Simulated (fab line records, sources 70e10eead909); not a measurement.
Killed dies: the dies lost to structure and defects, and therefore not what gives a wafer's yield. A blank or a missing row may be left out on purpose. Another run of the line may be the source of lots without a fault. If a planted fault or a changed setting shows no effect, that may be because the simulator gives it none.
Comparing a struck lot with a sound one -- flow nand-harc -- 14 steps out of a route of 1159
Sound: the wafers L282.1, L282.3, L282.4. Wafers struck: L272.1, L272.3, L272.4. Last of all comes the cause.
For every step that has rows: the tool of each side, followed by ch and its chambers, followed by its first start. Under that, the readings that differ: sound wafers -- struck wafers -- difference of the means -- sigmas: that difference in standard deviations of wafers without a fault.
alike: readings whose means differ by less than 2 such deviations, and words and numbers that are the same on both sides. not compared: withheld readings, readings that some wafer has no value for, bounds like >300 that may hide the same value, and numbers for which the record gives no deviation and whose values overlap.
The two part at a step that has a row with sigmas, a row that says differs or no value, or rows on one side only. Numbers that have no deviation but don't overlap get no sigmas and don't part them. A reading missing from all wafers of one side parts the sides only when that side holds two or more wafers.

NHARC_A_WL_FILL_STRIP_27: strips in N2/H2, time 20 s.
  sound on plasma-asher-02 ch 0,1, day 19 03:14; struck on plasma-asher-01 ch 0,1, day 15 13:13
  alike: drypump-motor-current-A, heater-power-w
  not compared: rf-hours-counter-h
then, 4 steps without rows for these wafers: NHARC_A_WL_FILL_STRIP_28 (strips in post etch residue remover, time 1200 s); NHARC_A_WL_FILL_PRECLEAN_06 (cleans in DIW, time 300 s); NHARC_A_WL_FILL_SRD_07; NHARC_A_WL_FILL_ANNEAL_08 (time 1800 s).
NHARC_A_WL_FILL_ALD_10: deposits SiO2, target thk 50 nm, pulse time 10 s, ald cycles 500.
  sound on ald-hk-02 ch 0,1,2, day 19 06:02; struck on ald-hk-02 ch 1,2,3, day 15 18:24
  alike: heater-power-w, precursor-pulse-height-rel, susceptor-temp-C
then, 1 step without rows for these wafers: NHARC_A_WL_FILL_ETCHBACK_16 (etches the open film in C4F8/O2/Ar, target depth 88 nm, time 17.6 s).
NHARC_A_WL_FILL_STRIP_29: strips in O2, time 20 s.
  sound on rie-diel-03 ch 0,1,3, day 19 10:48; struck on rie-diel-12 ch 0,1,3, day 15 23:08
reading,sound,struck,difference,sigmas
rf-hours-counter-h (h),1.7 1.8 1.7,8.1 7.2 8.7,+6.3,
  alike: drypump-motor-current-A, oes-product-au, rf-vpp-V, showerhead-plenum-p-Torr, throttle-valve-pct
NHARC_A_WL_FILL_ETCHBACK_17: etches the open film in Cl2/BCl3, target depth 4 nm, time 26.7 s.
  sound on rie-metal-03 ch 0,1, day 19 10:55; struck on rie-metal-02 ch 0,1, day 15 23:15
  alike: drypump-motor-current-A, oes-product-au
  not compared: rf-hours-counter-h
then, 2 steps without rows for these wafers: NHARC_A_WL_FILL_PRECLEAN_18 (cleans in dHF, time 30 s); NHARC_A_WL_FILL_SRD_21.
NHARC_A_WL_FILL_CVD_23: deposits poly-Si, target thk 40 nm, time 800 s.
  sound on lpcvd-poly-02 ch 0, day 19 12:51; struck on lpcvd-poly-04, day 15 23:37
  no value came back on the struck wafers for pressure-mtorr (mTorr), run-length-s (s), spike-tc-top-C (C), tube-center-temp-C (C); on the sound wafers pressure-mtorr (mTorr) reads 200.6 200.6 200.2
NHARC_A_WL_FILL_ETCHBACK_26: etches the open film in HBr, target depth 52 nm, time 13.3 s.
  sound on rie-si-02 ch 0,1,3, day 19 15:26; struck on rie-si-03 ch 0,2,3, day 16 02:11
reading,sound,struck,difference,sigmas
oes-product-au (a.u.),0.995 0.988 0.986,0.997 1.008 1.013,+0.016,+2
rf-hours-counter-h (h),0.5 0.5 0.5,0.1 0.1 0.1,-0.4,
  alike: drypump-motor-current-A, hbr-flow-sccm, throttle-valve-pct
-- record jumps: 5 days between struck wafers' starts before vs after; left off in module A_WL_FILL, resumes in module END, first step shown is number 1159 of the route --
NHARC_END_SORT_01:
  sound on prober-02 ch 0, day 22 20:14; struck on prober-02 ch 0, day 20 21:16
  alike: killed-at-array, killed-at-other, killed-at-periphery, killed-dies, killed-open, killed-short

== WHERE THEY PART ==
At NHARC_A_WL_FILL_CVD_23 first; at NHARC_A_WL_FILL_ETCHBACK_26 last (within this record only). Later steps at which nothing parts them and some readings are alike: NHARC_END_SORT_01.

WHY: what the simulator had put in
Whole step skipped at NHARC_A_WL_FILL_CVD_23 on lpcvd-poly-04, starting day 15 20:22. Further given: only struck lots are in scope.
